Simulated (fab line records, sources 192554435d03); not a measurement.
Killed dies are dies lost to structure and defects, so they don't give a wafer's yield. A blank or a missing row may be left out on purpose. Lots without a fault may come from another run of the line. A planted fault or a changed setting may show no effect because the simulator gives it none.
Which tool did it? | flow n5_finfet | 12 lots, 36 wafers sampled, at 1 step of a route of 1938

WHAT THE GAUGES READ, wafer by wafer
N5_BEOL_M11_THK_MEAS_01.
lot  | measured     | on            | M11_ILD_THK (nm)
L076 | day 9 11:40  | film_metro-02 | 262 271 274
L077 | day 10 02:23 | film_metro-02 | 262 270 270
L079 | day 10 17:14 | film_metro-02 | 265 270 270
L080 | day 13 18:51 | film_metro-01 | 265 264 268
L083 | day 13 19:52 | film_metro-02 | 266 262 269
L086 | day 14 01:46 | film_metro-01 | 264 265 271
L087 | day 14 09:13 | film_metro-01 | 265 271 270
L090 | day 14 11:49 | film_metro-01 | 266 271 271
L092 | day 14 19:56 | film_metro-01 | 269 275 276
L094 | day 15 14:31 | film_metro-02 | 263 270 270
L096 | day 16 05:44 | film_metro-01 | 257 264 271
L097 | day 16 22:36 | film_metro-01 | 267 262 268

WHICH TOOL RAN EACH LOT (tool, then ch and the chambers of the sampled wafers, then the start)
The record holds no process step before these readings.

THE ANSWER, worked out from the rows above alone
Rule: what is usual is taken from the lots themselves. Put in order of their means at a reading, lots are off if they are a third of the lots or fewer, leave a main group of 4 or more, and stand apart from it by a gap of 3 or more times the standard deviation of the main group's means; of several such gaps the widest counts. A main group whose means are all the same, to the digits that the tables above print for the reading, isn't used. A lot without any number at a reading at which 4 lots or more have one is off too. The other lots that the step has rows for count as sound.
No lot is off at any reading shown: from this, nothing can be told.

WHAT THE SIMULATOR HAD PUT IN
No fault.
